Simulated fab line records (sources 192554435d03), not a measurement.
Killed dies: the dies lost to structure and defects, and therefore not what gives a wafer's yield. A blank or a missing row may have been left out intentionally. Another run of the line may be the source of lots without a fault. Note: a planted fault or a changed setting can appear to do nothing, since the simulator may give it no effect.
What tool caused it? || flow n5_finfet || 22 lots with 66 wafers sampled at 4 steps, on a route of 1938 steps

WHAT THE GAUGES SHOWED, per wafer
N5_BEOL_M5_OVL_MEAS_29. Usual: for V4_OVL the level is -0.2 nm and the standard deviation is 0.62.
{"lot": "L074", "measured": "day 8 04:19", "on": "overlay-02", "V4_OVL (nm)": "-0.3 -0.5 0.2", "flag": ""}
{"lot": "L075", "measured": "day 8 05:12", "on": "overlay-02", "V4_OVL (nm)": "0.3 1.1 0.6", "flag": ""}
{"lot": "L076", "measured": "day 8 16:53", "on": "overlay-01", "V4_OVL (nm)": "0.9 0.6 1.1", "flag": ""}
{"lot": "L078", "measured": "day 8 20:41", "on": "overlay-02", "V4_OVL (nm)": "-0.7 -1.4 -0.6", "flag": ""}
{"lot": "L077", "measured": "day 9 03:18", "on": "overlay-02", "V4_OVL (nm)": "-0.4 0.7 -0.4", "flag": ""}
{"lot": "L079", "measured": "day 9 03:25", "on": "overlay-01", "V4_OVL (nm)": "-0.1 -0.3 0.1", "flag": ""}
{"lot": "L081", "measured": "day 9 13:19", "on": "overlay-02", "V4_OVL (nm)": "-0.2 0.0 -0.6", "flag": ""}
{"lot": "L082", "measured": "day 10 00:47", "on": "overlay-02", "V4_OVL (nm)": "0.1 0.5 0.5", "flag": ""}
{"lot": "L083", "measured": "day 10 06:30", "on": "overlay-02", "V4_OVL (nm)": "-0.4 -0.1 -0.1", "flag": ""}
{"lot": "L084", "measured": "day 10 10:46", "on": "overlay-01", "V4_OVL (nm)": "0.6 0.6 0.4", "flag": ""}
{"lot": "L085", "measured": "day 10 18:14", "on": "overlay-01", "V4_OVL (nm)": "-1.1 -1.1 -0.2", "flag": ""}
{"lot": "L086", "measured": "day 10 20:29", "on": "overlay-01", "V4_OVL (nm)": "-1.2 0.1 0.2", "flag": ""}
{"lot": "L087", "measured": "day 11 09:17", "on": "overlay-02", "V4_OVL (nm)": "0.2 -0.4 -1.2", "flag": ""}
{"lot": "L089", "measured": "day 11 11:36", "on": "overlay-02", "V4_OVL (nm)": "-0.5 0.1 -1.2", "flag": ""}
{"lot": "L088", "measured": "day 11 21:59", "on": "overlay-01", "V4_OVL (nm)": "-0.9 -0.6 -0.8", "flag": ""}
{"lot": "L091", "measured": "day 12 06:30", "on": "overlay-01", "V4_OVL (nm)": "-1.2 -1.1 -0.8", "flag": ""}
{"lot": "L093", "measured": "day 12 15:57", "on": "overlay-02", "V4_OVL (nm)": "-0.4 -0.1 0.5", "flag": ""}
{"lot": "L092", "measured": "day 12 20:57", "on": "overlay-01", "V4_OVL (nm)": "0.3 0.2 -0.4", "flag": ""}
{"lot": "L095", "measured": "day 13 02:24", "on": "overlay-01", "V4_OVL (nm)": "-0.8 -0.1 -0.4", "flag": ""}
{"lot": "L094", "measured": "day 13 06:32", "on": "overlay-01", "V4_OVL (nm)": "0.8 0.9 0.2", "flag": ""}
{"lot": "L096", "measured": "day 13 12:33", "on": "overlay-01", "V4_OVL (nm)": "0.0 0.1 -0.4", "flag": ""}
{"lot": "L097", "measured": "day 14 02:45", "on": "overlay-02", "V4_OVL (nm)": "0.5 0.3 -0.3", "flag": ""}

WHAT TOOL EACH LOT RAN ON (gives the tool, then ch and the chambers of the sampled wafers, and finally the start)
{"lot": "L074", "N5_BEOL_M4_ANNEAL_93": "pvd_sputter-03, day 7 20:40", "N5_BEOL_M5_CURE_79": "uv_cure-02 ch 0, day 7 23:25", "N5_BEOL_M5_ETCH_62": "rie_diel-06 ch 1,3, day 8 00:53"}
{"lot": "L075", "N5_BEOL_M4_ANNEAL_93": "pvd_sputter-03, day 7 23:14", "N5_BEOL_M5_CURE_79": "uv_cure-03 ch 1, day 8 02:11", "N5_BEOL_M5_ETCH_62": "rie_diel-02 ch 0,1,2, day 8 04:25"}
{"lot": "L076", "N5_BEOL_M4_ANNEAL_93": "pvd_sputter-02, day 8 10:09", "N5_BEOL_M5_CURE_79": "uv_cure-01 ch 2, day 8 14:10", "N5_BEOL_M5_ETCH_62": "rie_diel-02 ch 2,3, day 8 16:02"}
{"lot": "L078", "N5_BEOL_M4_ANNEAL_93": "pvd_sputter-01, day 8 14:29", "N5_BEOL_M5_CURE_79": "uv_cure-02 ch 0, day 8 17:18", "N5_BEOL_M5_ETCH_62": "rie_diel-02 ch 1,2,3, day 8 19:37"}
{"lot": "L077", "N5_BEOL_M4_ANNEAL_93": "pvd_sputter-01, day 8 19:22", "N5_BEOL_M5_CURE_79": "uv_cure-02 ch 1, day 8 22:19", "N5_BEOL_M5_ETCH_62": "rie_diel-02 ch 0,2,3, day 9 01:24"}
{"lot": "L079", "N5_BEOL_M4_ANNEAL_93": "pvd_sputter-03, day 8 20:45", "N5_BEOL_M5_CURE_79": "uv_cure-03 ch 1, day 8 23:16", "N5_BEOL_M5_ETCH_62": "rie_diel-03 ch 1,2, day 9 01:33"}
{"lot": "L081", "N5_BEOL_M4_ANNEAL_93": "pvd_sputter-03, day 9 07:24", "N5_BEOL_M5_CURE_79": "uv_cure-02 ch 2, day 9 09:55", "N5_BEOL_M5_ETCH_62": "rie_diel-03 ch 2,3, day 9 11:44"}
{"lot": "L082", "N5_BEOL_M4_ANNEAL_93": "pvd_sputter-03, day 9 17:52", "N5_BEOL_M5_CURE_79": "uv_cure-02 ch 1, day 9 20:23", "N5_BEOL_M5_ETCH_62": "rie_diel-02 ch 0,2,3, day 9 23:12"}
{"lot": "L083", "N5_BEOL_M4_ANNEAL_93": "pvd_sputter-03, day 10 00:58", "N5_BEOL_M5_CURE_79": "uv_cure-02 ch 1, day 10 03:27", "N5_BEOL_M5_ETCH_62": "rie_diel-06 ch 0,1,3, day 10 05:45"}
{"lot": "L084", "N5_BEOL_M4_ANNEAL_93": "pvd_sputter-03, day 10 04:09", "N5_BEOL_M5_CURE_79": "uv_cure-03 ch 1, day 10 06:44", "N5_BEOL_M5_ETCH_62": "rie_diel-02 ch 0,2,3, day 10 08:59"}
{"lot": "L085", "N5_BEOL_M4_ANNEAL_93": "pvd_sputter-03, day 10 10:02", "N5_BEOL_M5_CURE_79": "uv_cure-02 ch 2, day 10 12:37", "N5_BEOL_M5_ETCH_62": "rie_diel-02 ch 0,1, day 10 15:46"}
{"lot": "L086", "N5_BEOL_M4_ANNEAL_93": "pvd_sputter-02, day 10 13:51", "N5_BEOL_M5_CURE_79": "uv_cure-01 ch 2, day 10 16:52", "N5_BEOL_M5_ETCH_62": "rie_diel-02 ch 1,3, day 10 18:47"}
{"lot": "L087", "N5_BEOL_M4_ANNEAL_93": "pvd_sputter-01, day 11 04:38", "N5_BEOL_M5_CURE_79": "uv_cure-02 ch 1, day 11 07:19", "N5_BEOL_M5_ETCH_62": "rie_diel-06 ch 0,3, day 11 08:30"}
{"lot": "L089", "N5_BEOL_M4_ANNEAL_93": "pvd_sputter-03, day 11 05:16", "N5_BEOL_M5_CURE_79": "uv_cure-03 ch 0, day 11 08:04", "N5_BEOL_M5_ETCH_62": "rie_diel-06 ch 0,1,3, day 11 10:49"}
{"lot": "L088", "N5_BEOL_M4_ANNEAL_93": "pvd_sputter-03, day 11 15:49", "N5_BEOL_M5_CURE_79": "uv_cure-01 ch 1, day 11 18:20", "N5_BEOL_M5_ETCH_62": "rie_diel-02 ch 0,2, day 11 20:11"}
{"lot": "L091", "N5_BEOL_M4_ANNEAL_93": "pvd_sputter-01, day 12 00:42", "N5_BEOL_M5_CURE_79": "uv_cure-03 ch 0, day 12 03:17", "N5_BEOL_M5_ETCH_62": "rie_diel-06 ch 0,1,3, day 12 05:48"}
{"lot": "L093", "N5_BEOL_M4_ANNEAL_93": "pvd_sputter-01, day 12 10:35", "N5_BEOL_M5_CURE_79": "uv_cure-01 ch 0, day 12 13:10", "N5_BEOL_M5_ETCH_62": "rie_diel-03 ch 0,1,2, day 12 15:06"}
{"lot": "L092", "N5_BEOL_M4_ANNEAL_93": "pvd_sputter-03, day 12 15:51", "N5_BEOL_M5_CURE_79": "uv_cure-02 ch 2, day 12 18:23", "N5_BEOL_M5_ETCH_62": "rie_diel-02 ch 0,2, day 12 19:46"}
{"lot": "L095", "N5_BEOL_M4_ANNEAL_93": "pvd_sputter-01, day 12 20:28", "N5_BEOL_M5_CURE_79": "uv_cure-03 ch 0, day 12 23:04", "N5_BEOL_M5_ETCH_62": "rie_diel-02 ch 0,2, day 13 00:48"}
{"lot": "L094", "N5_BEOL_M4_ANNEAL_93": "pvd_sputter-01, day 12 22:18", "N5_BEOL_M5_CURE_79": "uv_cure-03 ch 1, day 13 01:11", "N5_BEOL_M5_ETCH_62": "rie_diel-06 ch 1,2, day 13 04:14"}
{"lot": "L096", "N5_BEOL_M4_ANNEAL_93": "pvd_sputter-03, day 13 05:52", "N5_BEOL_M5_CURE_79": "uv_cure-02 ch 2, day 13 08:35", "N5_BEOL_M5_ETCH_62": "rie_diel-03 ch 1,2,3, day 13 10:40"}
{"lot": "L097", "N5_BEOL_M4_ANNEAL_93": "pvd_sputter-02, day 13 21:13", "N5_BEOL_M5_CURE_79": "uv_cure-01 ch 2, day 13 23:47", "N5_BEOL_M5_ETCH_62": "rie_diel-03 ch 0,2,3, day 14 02:02"}
- N5_BEOL_M4_ANNEAL_93: time 240 s.
- N5_BEOL_M5_CURE_79: cures SiCOH lowk, time 240 s.
- N5_BEOL_M5_ETCH_62: etches SOC in N2/H2, target depth 75 nm, overetch 15 nm, time 112.5 s.

AS READ BY THE TOOLS THEMSELVES (means over the sampled wafers that have a number; for cases with no such wafer, the mark the record gives instead)
N5_BEOL_M4_ANNEAL_93. Usual: heater_power_w 876 W, standard deviation 80; susceptor_temp_C_max 400.9, standard deviation 0.34.
{"lot": "L074", "tool": "pvd_sputter-03", "heater_power_w (W)": 879, "susceptor_temp_C_max": 400.8, "flag": ""}
{"lot": "L075", "tool": "pvd_sputter-03", "heater_power_w (W)": 917, "susceptor_temp_C_max": 400.9, "flag": ""}
{"lot": "L076", "tool": "pvd_sputter-02", "heater_power_w (W)": 776, "susceptor_temp_C_max": 401.2, "flag": ""}
{"lot": "L078", "tool": "pvd_sputter-01", "heater_power_w (W)": 818, "susceptor_temp_C_max": 400.6, "flag": ""}
{"lot": "L077", "tool": "pvd_sputter-01", "heater_power_w (W)": 873, "susceptor_temp_C_max": 400.8, "flag": ""}
{"lot": "L079", "tool": "pvd_sputter-03", "heater_power_w (W)": 875, "susceptor_temp_C_max": 400.8, "flag": ""}
{"lot": "L081", "tool": "pvd_sputter-03", "heater_power_w (W)": 887, "susceptor_temp_C_max": 400.7, "flag": ""}
{"lot": "L082", "tool": "pvd_sputter-03", "heater_power_w (W)": 874, "susceptor_temp_C_max": 400.8, "flag": ""}
{"lot": "L083", "tool": "pvd_sputter-03", "heater_power_w (W)": 892, "susceptor_temp_C_max": 401.3, "flag": ""}
{"lot": "L084", "tool": "pvd_sputter-03", "heater_power_w (W)": 892, "susceptor_temp_C_max": 400.9, "flag": ""}
{"lot": "L085", "tool": "pvd_sputter-03", "heater_power_w (W)": 908, "susceptor_temp_C_max": 400.9, "flag": ""}
{"lot": "L086", "tool": "pvd_sputter-02", "heater_power_w (W)": 748, "susceptor_temp_C_max": 401.0, "flag": ""}
{"lot": "L087", "tool": "pvd_sputter-01", "heater_power_w (W)": 972, "susceptor_temp_C_max": 400.7, "flag": ""}
{"lot": "L089", "tool": "pvd_sputter-03", "heater_power_w (W)": 869, "susceptor_temp_C_max": 401.4, "flag": ""}
{"lot": "L088", "tool": "pvd_sputter-03", "heater_power_w (W)": 895, "susceptor_temp_C_max": 401.1, "flag": ""}
{"lot": "L091", "tool": "pvd_sputter-01", "heater_power_w (W)": 836, "susceptor_temp_C_max": 401.1, "flag": ""}
{"lot": "L093", "tool": "pvd_sputter-01", "heater_power_w (W)": 848, "susceptor_temp_C_max": 400.8, "flag": ""}
{"lot": "L092", "tool": "pvd_sputter-03", "heater_power_w (W)": 903, "susceptor_temp_C_max": 401.4, "flag": ""}
{"lot": "L095", "tool": "pvd_sputter-01", "heater_power_w (W)": 871, "susceptor_temp_C_max": 400.8, "flag": ""}
{"lot": "L094", "tool": "pvd_sputter-01", "heater_power_w (W)": 884, "susceptor_temp_C_max": 401.0, "flag": ""}
{"lot": "L096", "tool": "pvd_sputter-03", "heater_power_w (W)": 965, "susceptor_temp_C_max": 401.1, "flag": ""}
{"lot": "L097", "tool": "pvd_sputter-02", "heater_power_w (W)": 818, "susceptor_temp_C_max": 400.5, "flag": ""}

N5_BEOL_M5_CURE_79. Usual: lamp_power_pct 52.31 %, standard deviation 0.055; wafer_temp_C_max 386.8, standard deviation 0.75.
{"lot": "L074", "tool": "uv_cure-02", "lamp_power_pct (%)": 52.31, "wafer_temp_C_max": 387.4, "flag": ""}
{"lot": "L075", "tool": "uv_cure-03", "lamp_power_pct (%)": 52.30, "wafer_temp_C_max": 387.6, "flag": ""}
{"lot": "L076", "tool": "uv_cure-01", "lamp_power_pct (%)": 52.30, "wafer_temp_C_max": 386.7, "flag": ""}
{"lot": "L078", "tool": "uv_cure-02", "lamp_power_pct (%)": 52.33, "wafer_temp_C_max": 387.7, "flag": ""}
{"lot": "L077", "tool": "uv_cure-02", "lamp_power_pct (%)": 52.24, "wafer_temp_C_max": 387.1, "flag": ""}
{"lot": "L079", "tool": "uv_cure-03", "lamp_power_pct (%)": 52.27, "wafer_temp_C_max": 387.5, "flag": ""}
{"lot": "L081", "tool": "uv_cure-02", "lamp_power_pct (%)": 52.27, "wafer_temp_C_max": 386.5, "flag": ""}
{"lot": "L082", "tool": "uv_cure-02", "lamp_power_pct (%)": 52.32, "wafer_temp_C_max": 387.0, "flag": ""}
{"lot": "L083", "tool": "uv_cure-02", "lamp_power_pct (%)": 52.29, "wafer_temp_C_max": 387.2, "flag": ""}
{"lot": "L084", "tool": "uv_cure-03", "lamp_power_pct (%)": 52.32, "wafer_temp_C_max": 387.7, "flag": ""}
{"lot": "L085", "tool": "uv_cure-02", "lamp_power_pct (%)": 52.35, "wafer_temp_C_max": 386.2, "flag": ""}
{"lot": "L086", "tool": "uv_cure-01", "lamp_power_pct (%)": 52.31, "wafer_temp_C_max": 386.5, "flag": ""}
{"lot": "L087", "tool": "uv_cure-02", "lamp_power_pct (%)": 52.33, "wafer_temp_C_max": 387.1, "flag": ""}
{"lot": "L089", "tool": "uv_cure-03", "lamp_power_pct (%)": 52.29, "wafer_temp_C_max": 386.1, "flag": ""}
{"lot": "L088", "tool": "uv_cure-01", "lamp_power_pct (%)": 52.27, "wafer_temp_C_max": 388.0, "flag": ""}
{"lot": "L091", "tool": "uv_cure-03", "lamp_power_pct (%)": 52.33, "wafer_temp_C_max": 386.0, "flag": ""}
{"lot": "L093", "tool": "uv_cure-01", "lamp_power_pct (%)": 52.30, "wafer_temp_C_max": 386.3, "flag": ""}
{"lot": "L092", "tool": "uv_cure-02", "lamp_power_pct (%)": 52.36, "wafer_temp_C_max": 386.8, "flag": ""}
{"lot": "L095", "tool": "uv_cure-03", "lamp_power_pct (%)": 52.30, "wafer_temp_C_max": 385.7, "flag": ""}
{"lot": "L094", "tool": "uv_cure-03", "lamp_power_pct (%)": 52.35, "wafer_temp_C_max": 387.7, "flag": ""}
{"lot": "L096", "tool": "uv_cure-02", "lamp_power_pct (%)": 52.33, "wafer_temp_C_max": 386.2, "flag": ""}
{"lot": "L097", "tool": "uv_cure-01", "lamp_power_pct (%)": 52.33, "wafer_temp_C_max": 386.1, "flag": ""}

N5_BEOL_M5_ETCH_62. Usual: bias_w 150.0 W (standard deviation 0.43); drypump_motor_current_A 5.6 A (standard deviation 0.47); oes_product_au 0.64 a.u. (standard deviation 0.072); rf_vpp_V 523 V (standard deviation 3.3); showerhead_plenum_p_Torr 2.51 Torr (standard deviation 0.11); temp_c 39.99 C (standard deviation 0.1); throttle_valve_pct 17.9 % (standard deviation 0.31).
{"lot": "L074", "tool": "rie_diel-06", "bias_w (W)": 149.7, "drypump_motor_current_A (A)": 5.2, "oes_product_au (a.u.)": 0.64, "rf_vpp_V (V)": 527, "showerhead_plenum_p_Torr (Torr)": 2.62, "temp_c (C)": 40.00, "throttle_valve_pct (%)": 17.5, "flag": ""}
{"lot": "L075", "tool": "rie_diel-02", "bias_w (W)": 150.1, "drypump_motor_current_A (A)": 5.6, "oes_product_au (a.u.)": 0.61, "rf_vpp_V (V)": 521, "showerhead_plenum_p_Torr (Torr)": 2.43, "temp_c (C)": 40.02, "throttle_valve_pct (%)": 18.0, "flag": ""}
{"lot": "L076", "tool": "rie_diel-02", "bias_w (W)": 149.4, "drypump_motor_current_A (A)": 5.8, "oes_product_au (a.u.)": 0.71, "rf_vpp_V (V)": 523, "showerhead_plenum_p_Torr (Torr)": 2.51, "temp_c (C)": 40.03, "throttle_valve_pct (%)": 17.6, "flag": ""}
{"lot": "L078", "tool": "rie_diel-02", "bias_w (W)": 149.9, "drypump_motor_current_A (A)": 5.7, "oes_product_au (a.u.)": 0.66, "rf_vpp_V (V)": 524, "showerhead_plenum_p_Torr (Torr)": 2.52, "temp_c (C)": 40.07, "throttle_valve_pct (%)": 17.8, "flag": ""}
{"lot": "L077", "tool": "rie_diel-02", "bias_w (W)": 150.0, "drypump_motor_current_A (A)": 5.8, "oes_product_au (a.u.)": 0.67, "rf_vpp_V (V)": 521, "showerhead_plenum_p_Torr (Torr)": 2.48, "temp_c (C)": 39.96, "throttle_valve_pct (%)": 17.9, "flag": ""}
{"lot": "L079", "tool": "rie_diel-03", "bias_w (W)": 150.3, "drypump_motor_current_A (A)": 5.1, "oes_product_au (a.u.)": 0.69, "rf_vpp_V (V)": 527, "showerhead_plenum_p_Torr (Torr)": 2.63, "temp_c (C)": 40.06, "throttle_valve_pct (%)": 17.7, "flag": ""}
{"lot": "L081", "tool": "rie_diel-03", "bias_w (W)": 150.0, "drypump_motor_current_A (A)": 6.1, "oes_product_au (a.u.)": 0.59, "rf_vpp_V (V)": 520, "showerhead_plenum_p_Torr (Torr)": 2.42, "temp_c (C)": 39.95, "throttle_valve_pct (%)": 17.8, "flag": ""}
{"lot": "L082", "tool": "rie_diel-02", "bias_w (W)": 150.2, "drypump_motor_current_A (A)": 5.8, "oes_product_au (a.u.)": 0.66, "rf_vpp_V (V)": 522, "showerhead_plenum_p_Torr (Torr)": 2.48, "temp_c (C)": 39.96, "throttle_valve_pct (%)": 17.9, "flag": ""}
{"lot": "L083", "tool": "rie_diel-06", "bias_w (W)": 150.5, "drypump_motor_current_A (A)": 5.5, "oes_product_au (a.u.)": 0.61, "rf_vpp_V (V)": 523, "showerhead_plenum_p_Torr (Torr)": 2.54, "temp_c (C)": 39.99, "throttle_valve_pct (%)": 17.9, "flag": ""}
{"lot": "L084", "tool": "rie_diel-02", "bias_w (W)": 150.4, "drypump_motor_current_A (A)": 5.8, "oes_product_au (a.u.)": 0.66, "rf_vpp_V (V)": 523, "showerhead_plenum_p_Torr (Torr)": 2.47, "temp_c (C)": 39.98, "throttle_valve_pct (%)": 17.9, "flag": ""}
{"lot": "L085", "tool": "rie_diel-02", "bias_w (W)": 150.1, "drypump_motor_current_A (A)": 5.5, "oes_product_au (a.u.)": 0.56, "rf_vpp_V (V)": 520, "showerhead_plenum_p_Torr (Torr)": 2.44, "temp_c (C)": 39.98, "throttle_valve_pct (%)": 18.2, "flag": ""}
{"lot": "L086", "tool": "rie_diel-02", "bias_w (W)": 150.3, "drypump_motor_current_A (A)": 5.6, "oes_product_au (a.u.)": 0.61, "rf_vpp_V (V)": 524, "showerhead_plenum_p_Torr (Torr)": 2.53, "temp_c (C)": 39.83, "throttle_valve_pct (%)": 18.0, "flag": ""}
{"lot": "L087", "tool": "rie_diel-06", "bias_w (W)": 150.3, "drypump_motor_current_A (A)": 5.3, "oes_product_au (a.u.)": 0.62, "rf_vpp_V (V)": 524, "showerhead_plenum_p_Torr (Torr)": 2.51, "temp_c (C)": 39.96, "throttle_valve_pct (%)": 18.0, "flag": ""}
{"lot": "L089", "tool": "rie_diel-06", "bias_w (W)": 150.0, "drypump_motor_current_A (A)": 5.5, "oes_product_au (a.u.)": 0.61, "rf_vpp_V (V)": 525, "showerhead_plenum_p_Torr (Torr)": 2.54, "temp_c (C)": 40.04, "throttle_valve_pct (%)": 17.9, "flag": ""}
{"lot": "L088", "tool": "rie_diel-02", "bias_w (W)": 150.3, "drypump_motor_current_A (A)": 5.7, "oes_product_au (a.u.)": 0.60, "rf_vpp_V (V)": 520, "showerhead_plenum_p_Torr (Torr)": 2.38, "temp_c (C)": 40.08, "throttle_valve_pct (%)": 18.1, "flag": ""}
{"lot": "L091", "tool": "rie_diel-06", "bias_w (W)": 150.2, "drypump_motor_current_A (A)": 5.4, "oes_product_au (a.u.)": 0.59, "rf_vpp_V (V)": 524, "showerhead_plenum_p_Torr (Torr)": 2.53, "temp_c (C)": 40.02, "throttle_valve_pct (%)": 17.9, "flag": ""}
{"lot": "L093", "tool": "rie_diel-03", "bias_w (W)": 149.9, "drypump_motor_current_A (A)": 5.5, "oes_product_au (a.u.)": 0.61, "rf_vpp_V (V)": 525, "showerhead_plenum_p_Torr (Torr)": 2.60, "temp_c (C)": 40.02, "throttle_valve_pct (%)": 17.7, "flag": ""}
{"lot": "L092", "tool": "rie_diel-02", "bias_w (W)": 150.0, "drypump_motor_current_A (A)": 5.7, "oes_product_au (a.u.)": 0.59, "rf_vpp_V (V)": 520, "showerhead_plenum_p_Torr (Torr)": 2.38, "temp_c (C)": 39.95, "throttle_valve_pct (%)": 18.1, "flag": ""}
{"lot": "L095", "tool": "rie_diel-02", "bias_w (W)": 149.7, "drypump_motor_current_A (A)": 5.7, "oes_product_au (a.u.)": 0.59, "rf_vpp_V (V)": 519, "showerhead_plenum_p_Torr (Torr)": 2.38, "temp_c (C)": 40.06, "throttle_valve_pct (%)": 18.1, "flag": ""}
{"lot": "L094", "tool": "rie_diel-06", "bias_w (W)": 149.7, "drypump_motor_current_A (A)": 4.9, "oes_product_au (a.u.)": 0.72, "rf_vpp_V (V)": 525, "showerhead_plenum_p_Torr (Torr)": 2.54, "temp_c (C)": 40.07, "throttle_valve_pct (%)": 17.6, "flag": ""}
{"lot": "L096", "tool": "rie_diel-03", "bias_w (W)": 150.1, "drypump_motor_current_A (A)": 5.6, "oes_product_au (a.u.)": 0.68, "rf_vpp_V (V)": 526, "showerhead_plenum_p_Torr (Torr)": 2.62, "temp_c (C)": 40.03, "throttle_valve_pct (%)": 17.7, "flag": ""}
{"lot": "L097", "tool": "rie_diel-03", "bias_w (W)": 149.7, "drypump_motor_current_A (A)": 5.9, "oes_product_au (a.u.)": 0.64, "rf_vpp_V (V)": 525, "showerhead_plenum_p_Torr (Torr)": 2.60, "temp_c (C)": 40.02, "throttle_valve_pct (%)": 17.7, "flag": ""}

THE ANSWER, worked out from the rows above alone
Rule: take the mean of a lot's wafers that have a number; if it is more than 3 standard deviations from the usual mean, the lot is off. Also off: a lot with no number at a reading for which 4 or more lots have one. Any other lot the step has rows for is counted as sound. After the gauges, taken in route order, come the tools' own readings; for these a lot's mean is taken, as printed above. The first step at which some lot is off is used, and at that step the reading that is off furthest; a lot without a number counts as furthest.
Nothing can be told from this: no lot is off at any reading shown.

WHAT THE SIMULATOR PUT IN
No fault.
